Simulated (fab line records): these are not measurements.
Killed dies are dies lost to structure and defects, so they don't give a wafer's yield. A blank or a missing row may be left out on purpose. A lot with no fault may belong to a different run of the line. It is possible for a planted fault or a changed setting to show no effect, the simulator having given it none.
Split-lot experiment ; flow n5_finfet ; 21 wafers read across 7 lots, on a route 1938 steps long

## THE SPLIT ITSELF
At N5_DUMMY_GATE_ETCH_31 (etches SiO2 in C4F6/O2, target depth 82.5 nm, time 27.5 s), the setting target_depth_a was moved away from the recipe's 825 angstrom on 8 of the 21 wafers read, by -9.7% to -5.6%. This setting was run at the recipe's value on the other wafers.

The reading is taken at the split's own step.

## THE READING
etch.depth_nm (the simulator's own value, which no gauge read), in nm, at N5_DUMMY_GATE_ETCH_31 (etches SiO2 in C4F6/O2, target depth 82.5 nm, time 27.5 s). The file does not state a usual value for it. The 13 wafers here that ran the recipe average 82.27 nm, standard deviation 1 nm.

wafer;tool, chamber at the split;target_depth_a as run, angstrom;against the recipe;etch.depth_nm, nm;against lot-mates on the recipe
L075.2;rie_diel-05, 0;756;-8.4%;75.37;-7.29
L075.3;rie_diel-05, 1;825;recipe;82.66;-
L075.5;rie_diel-05, 0;756;-8.4%;75.21;-7.45
L076.2;rie_diel-01, 0;825;recipe;82.95;-
L076.3;rie_diel-01, 2;825;recipe;83.67;-
L076.6;rie_diel-01, 1;825;recipe;82.38;-
L080.2;rie_diel-03, 0;775.1;-6.0%;75.95;-4.61
L080.3;rie_diel-03, 1;825;recipe;80.56;-
L080.5;rie_diel-03, 0;775.1;-6.0%;75.68;-4.88
L082.3;rie_diel-03, 1;825;recipe;80.76;-
L082.4;rie_diel-03, 2;825;recipe;82;-
L082.6;rie_diel-03, 0;825;recipe;82.21;-
L085.2;rie_diel-03, 3;825;recipe;82.35;-
L085.3;rie_diel-03, 2;825;recipe;82.29;-
L085.4;rie_diel-03, 1;825;recipe;81.01;-
L086.1;rie_diel-05, 1;744.8;-9.7%;73.9;no lot-mate on the recipe
L086.4;rie_diel-05, 1;744.8;-9.7%;74.45;no lot-mate on the recipe
L086.5;rie_diel-05, 1;744.8;-9.7%;73.68;no lot-mate on the recipe
L096.1;rie_diel-05, 0;778.7;-5.6%;77.22;-6.09
L096.4;rie_diel-05, 2;825;recipe;84.47;-
L096.6;rie_diel-05, 0;825;recipe;82.15;-

THE FIT
A straight line over all 21 wafers: etch.depth_nm changes by +0.871 nm for each +1% of target_depth_a; r = +0.97; the points scatter about the line by 0.97 nm.
The same after taking each lot's own level away (the mean of its wafers on the recipe; 18 wafers): +0.878 nm for each +1%; r = +0.97; scatter 0.7 nm.
On that fit, the largest move of target_depth_a shifts the reading by 8.5 nm.
The lots' own levels span 80.560 to 83.310 nm, that is 2.6 times the standard deviation above.
The two slopes are in agreement: the lot-to-lot level therefore moves the slope only a little.
Check: with one of the wafers moved furthest among these (-8.4%) left out of the fit, the line predicts -7.37 nm for it against its lot-mates. Against them it came out at -7.29 nm.

## ADDITIONAL SPLITS CARRIED BY THESE WAFERS
Before the reading, these wafers also passed through other splits. Each is held against what the fit with the lots' levels taken away leaves over:
other split on the same wafers;wafers away from the commonest value;r with etch.depth_nm (lot level and that fit taken away)
N5_ZERO_LAYER_COAT_05 spin_rpm;5;+0.33
N5_ZERO_LAYER_EXPOSE_08 dose_mj;8;-0.41
N5_PMOS_HMC_CHANNEL_EPI_PEB_07 peb_temp_c;8;-0.12
N5_PMOS_HMC_CHANNEL_EPI_DEVELOP_08 develop_time_s;6;+0.00
N5_FIN_SAQP_SPACER1_ALD_24 ald_cycles;8;+0.08
N5_FIN_SAQP_ETCH_65 time_s;7;-0.19

## THE FILE'S OWN FIT
etch.depth_nm changes by +0.902 nm for each +1% of target_depth_a, r = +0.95.
